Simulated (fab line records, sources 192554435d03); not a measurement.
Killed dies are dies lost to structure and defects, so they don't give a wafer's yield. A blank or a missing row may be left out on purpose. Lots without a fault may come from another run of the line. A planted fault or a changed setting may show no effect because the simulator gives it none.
Split-lot experiment | flow n5_finfet | 7 lots, 39 wafers read, on a route of 1938 steps

THE SPLIT
At N5_BEOL_M4_ILD_DEP_00 (deposits SiOC from DEMS/O2, target thk 79 nm, time 15.3 s), the setting time_s was moved away from the recipe's 15.3 s on 15 of the 39 wafers read, by -50.3% to +30.0%. The other wafers ran this setting at the recipe's value.

The file shows no step between the split and the reading.

THE READING
M4_ILD_THK, in nm, at N5_BEOL_M4_THK_MEAS_01. Fault-free wafers of this fab line usually give 79.3 nm, standard deviation 1 nm.

wafer  | tool, chamber at the split | time_s as run, s | against the recipe | M4_ILD_THK, nm | against lot-mates on the recipe
L075.3 | pecvd-01, 0                | 15.3             | recipe             | 78.6           | -
L075.4 | pecvd-01, 2                | 15.3             | recipe             | 81.0           | -
L075.6 | pecvd-01, 0                | 15.3             | recipe             | 78.8           | -
L078.1 | pecvd-03, 0                | 15.3             | recipe             | 78.6           | -
L078.2 | pecvd-03, 2                | 15.3             | recipe             | 79.4           | -
L078.3 | pecvd-03, 1                | 15.3             | recipe             | 79.1           | -
L078.4 | pecvd-03, 1                | 15.3             | recipe             | 79.7           | -
L078.5 | pecvd-03, 0                | 15.3             | recipe             | 80.6           | -
L078.6 | pecvd-03, 2                | 15.3             | recipe             | 79.4           | -
L081.1 | pecvd-01, 0                | 15.3             | recipe             | 77.8           | -
L081.2 | pecvd-01, 1                | 15.3             | recipe             | 77.7           | -
L081.3 | pecvd-01, 2                | 19.89            | +30.0%             | 102.0          | +23.5
L081.4 | pecvd-01, 0                | 15.3             | recipe             | 80.1           | -
L081.5 | pecvd-01, 1,2              | 19.89            | +30.0%             | 103.4          | +24.9
L081.6 | pecvd-01, 1,2              | 19.89            | +30.0%             | 103.5          | +25.0
L082.1 | pecvd-03, 1                | 7.607            | -50.3%             | 38.3           | -41.1
L082.2 | pecvd-03, 2                | 7.607            | -50.3%             | 38.9           | -40.5
L082.3 | pecvd-03, 0                | 15.3             | recipe             | 78.7           | -
L082.4 | pecvd-03, 2                | 15.3             | recipe             | 78.6           | -
L082.5 | pecvd-03, 1                | 7.607            | -50.3%             | 38.9           | -40.5
L082.6 | pecvd-03, 0                | 15.3             | recipe             | 81.0           | -
L089.1 | pecvd-02, 0                | 8.099            | -47.1%             | 41.9           | -37.1
L089.2 | pecvd-02, 1                | 8.099            | -47.1%             | 42.1           | -36.9
L089.3 | pecvd-02, 2                | 8.099            | -47.1%             | 41.2           | -37.8
L089.4 | pecvd-02, 2                | 15.3             | recipe             | 78.6           | -
L089.5 | pecvd-02, 0                | 15.3             | recipe             | 79.7           | -
L089.6 | pecvd-02, 1                | 15.3             | recipe             | 78.8           | -
L092.1 | pecvd-01, 2                | 15.3             | recipe             | 80.0           | -
L092.2 | pecvd-01, 1                | 15.3             | recipe             | 79.2           | -
L092.3 | pecvd-01, 0                | 11.57            | -24.4%             | 59.9           | -19.9
L092.4 | pecvd-01, 2                | 11.57            | -24.4%             | 61.5           | -18.3
L092.5 | pecvd-01, 1                | 15.3             | recipe             | 80.3           | -
L092.6 | pecvd-01, 0                | 11.57            | -24.4%             | 59.9           | -19.9
L094.1 | pecvd-03, 2                | 9.94             | -35.0%             | 51.1           | -28.2
L094.2 | pecvd-03, 0                | 15.3             | recipe             | 79.6           | -
L094.3 | pecvd-03, 1                | 15.3             | recipe             | 79.0           | -
L094.4 | pecvd-03, 1,0              | 9.94             | -35.0%             | 52.1           | -27.2
L094.5 | pecvd-03, 1,0              | 9.94             | -35.0%             | 52.0           | -27.3
L094.6 | pecvd-03, 2                | 15.3             | recipe             | 79.3           | -
Where a row lists several chambers, the file gives one row for several wafers and doesn't say which wafer went through which chamber.

THE FIT
A straight line over all 39 wafers: M4_ILD_THK changes by +0.797 nm for each +1% of time_s; r = +1.00; the points scatter about the line by 0.81 nm.
The same after taking each lot's own level away (the mean of its wafers on the recipe; 39 wafers): +0.802 nm for each +1%; r = +1.00; scatter 0.76 nm.
On that fit, the largest move of time_s shifts the reading by 40 nm.
The lots' own levels span 78.53 to 79.83 nm, that is 1.3 times the standard deviation above.
So the lot-to-lot level changes the slope little: the two slopes agree.
Check: with one of the wafers moved furthest among these (-50.3%) left out of the fit, the line predicts -40.1 nm for it against its lot-mates. It came out at -41.1 nm against them.

OTHER SPLITS ON THESE WAFERS
These wafers also went through other splits before the reading. Each is held against what the fit with the lots' levels taken away leaves over:
other split on the same wafers          | wafers away from the commonest value | r with M4_ILD_THK (lot level and that fit taken away)
N5_FIN_SAQP_HM_DEP_72 target_thk_a      | 9                                    | -0.30
N5_SD_EPI_N_ETCH_45 target_depth_a      | 15                                   | -0.08
N5_BEOL_M0_SAQP_HM_DEP_111 target_thk_a | 15                                   | +0.00
N5_BEOL_M0_CUTY_DESCUM_61 time_s        | 15                                   | +0.08

THE WHOLE CHAIN: every reading that the file lists as answering this split, in the file's order
step                   | what it does                                              | reading                                                                            | change (the file's fit)             | r (the file's)
N5_BEOL_M4_ILD_DEP_00  | deposits SiOC from DEMS/O2, target thk 79 nm, time 15.3 s | SiOC_of_BEOL_M4_ILD_DEP_00.thk_nm (the simulator's own value, which no gauge read) | +0.8 nm for each +1% of the setting | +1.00
N5_BEOL_M4_THK_MEAS_01 |                                                           | M4_ILD_THK                                                                         | +0.801 for each +1% of the setting  | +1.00

THE FILE'S OWN FIT
M4_ILD_THK changes by +0.801 nm for each +1% of time_s, r = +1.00.
